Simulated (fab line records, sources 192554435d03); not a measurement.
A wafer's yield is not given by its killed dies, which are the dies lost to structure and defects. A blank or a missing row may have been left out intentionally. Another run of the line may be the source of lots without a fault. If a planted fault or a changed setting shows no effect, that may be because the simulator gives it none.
A lot that was struck, set against a sound lot :: flow n5_finfet :: 14 steps out of a route of 1938
Sound: the wafers L980.1, L980.2, L980.3. Struck: wafer L987.5 (L987.1, L987.3, from the same lot, were not struck and are left out); the cause is given at the end.
Per side, at each step with rows, come the tool, then ch with its chambers, and then its first start. Under that, the readings that differ: sound wafers :: struck wafers :: difference of the means :: sigmas: that difference in standard deviations of wafers without a fault.
alike: readings with means less than 2 such deviations apart, plus words and numbers identical on both sides. not compared: withheld readings, readings lacking a value on some wafer, bounds such as >300 that could conceal the same value, and numbers that have no deviation in the record and whose values overlap.
A row with sigmas, a row that says differs or no value, or rows on one side alone: a step with any of these is where the two part. Non-overlapping numbers with no deviation appear without sigmas and do not part them. A reading missing from all wafers of one side parts the sides only when that side holds two or more wafers.

first, 8 steps without rows for these wafers: N5_BEOL_M9_COAT_64 (time 60 s, resist thk 12 nm); N5_BEOL_M9_COAT_75 (time 60 s, resist thk 5 nm); N5_BEOL_M9_COAT_22 (resist thk 30 nm); N5_BEOL_M9_EBR_24; N5_BEOL_M9_SOFTBAKE_23 (time 60 s); N5_BEOL_M9_EXPOSE_25 (exposes mask V8); N5_BEOL_M9_PEB_26 (peb time 60 s); N5_BEOL_M9_DEVELOP_27 (develop time 30 s).
N5_BEOL_M9_CD_MEAS_28 targets a cd of 70 nm.
  sound on cd_sem-02 ch 0, day 14 14:06; struck on cd_sem-03 ch 0, day 15 20:37
  alike: cd_nm
N5_BEOL_M9_OVL_MEAS_29:
  sound on overlay-01 ch 0, day 14 14:08; struck on overlay-02 ch 0, day 15 20:39
  alike: V8_OVL
N5_BEOL_M9_INSPECT_30: inspects for defects (brightfield).
  sound on defect_inspect-01 at day 14 14:11; struck on defect_inspect-01 at day 15 20:43
reading: raw_defect_count
sound: 242 300 303
struck: 689
difference: +407
sigmas: +4
N5_BEOL_M9_DESCUM_33: chemistry O2, time 7 s.
  sound on rie_diel-04 ch 0,1,2, day 14 14:17; struck on rie_diel-01 ch 2, day 15 20:45
  alike: drypump_motor_current_A, oes_product_au, rf_vpp_V, showerhead_plenum_p_Torr, temp_c, throttle_valve_pct
  not compared: rf_hours_counter_h
N5_BEOL_M9_ETCH_76: etches underlayer in N2/H2, target depth 6.5 nm, time 5.2 s.
  sound on rie_diel-04 ch 0,1,2, day 14 14:19; struck on rie_diel-01 ch 2, day 15 20:47
reading: etch_rf_on_time_s (s)
sound: 5.20 5.32 5.35
struck: 3.52
difference: -1.77
sigmas: -15

reading: oes_product_au (a.u.)
sound: 0.59 0.59 0.69
struck: 0.75
difference: +0.13
sigmas: +3
  alike: drypump_motor_current_A, rf_vpp_V, showerhead_plenum_p_Torr, throttle_valve_pct
  not compared: rf_hours_counter_h
N5_BEOL_M9_ETCH_65: etches SiARC in CF4, target depth 15.6 nm, time 26 s.
  sound on rie_diel-04 ch 0,1,2, day 14 14:20; struck on rie_diel-01 ch 2, day 15 20:48
  alike: drypump_motor_current_A, etch_rf_on_time_s, oes_product_au, rf_vpp_V, showerhead_plenum_p_Torr, throttle_valve_pct
  not compared: rf_hours_counter_h

## WHERE THEY PART
At N5_BEOL_M9_INSPECT_30 first; at N5_BEOL_M9_ETCH_76 last (within this record only). Later steps at which nothing parts them and some readings are alike: N5_BEOL_M9_ETCH_65.

WHY: whatever the simulator had introduced
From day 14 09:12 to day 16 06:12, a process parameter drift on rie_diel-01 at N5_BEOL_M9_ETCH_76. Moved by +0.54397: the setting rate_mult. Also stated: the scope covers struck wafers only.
